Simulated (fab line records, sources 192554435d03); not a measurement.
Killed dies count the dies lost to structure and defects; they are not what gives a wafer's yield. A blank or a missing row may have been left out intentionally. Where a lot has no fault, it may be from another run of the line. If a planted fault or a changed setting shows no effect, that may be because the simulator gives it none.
Matching of chambers	flow n5_finfet	N5_FIN_CUT_DESCUM_13 on rie_diel-06: 4 sister chambers
The step chemistry O2, time 7 s. 4 wafers are shown with their chamber, then 10 later ones without.

WAFERS PAIRED WITH THEIR CHAMBERS
wafer	chamber	throttle_valve_pct (%)
L088.1	3	20.26
L088.3	2	20.88
L089.1	0	20.21
L089.2	1	20.51

WAFERS MISSING THEIR CHAMBER
wafer	throttle_valve_pct (%)
L089.6	20.20
L092.1	20.89
L092.3	20.20
L092.4	20.25
L094.1	20.19
L094.3	20.53
L094.5	20.26
L095.4	20.27
L095.5	20.89
L095.6	20.26

THE CHAMBER EACH PASSED THROUGH
wafer	from the rows above	in truth
L089.6	0	0
L092.1	2	2
L092.3	0	0
L092.4	3	3
L094.1	0	0
L094.3	1	1
L094.5	3	3
L095.4	3	3
L095.5	2	2
L095.6	3	3
Correctly placed: 10 of 10. Left unplaced by these rows: 0. Number placed wrongly: 0.
How it was worked out, from the rows above alone: a wafer's distance from a chamber is the root of the sum, over the readings, of the square of ((its reading less the chamber's mean) divided by the reading's scatter). The wafer belongs to the nearest chamber; if the next one is less than 2 further off, it can't be placed. Each chamber's mean is taken over the wafers shown for it. The scatter: root of mean squared gap, hidden wafer to nearest shown wafer, with one shown wafer a chamber.
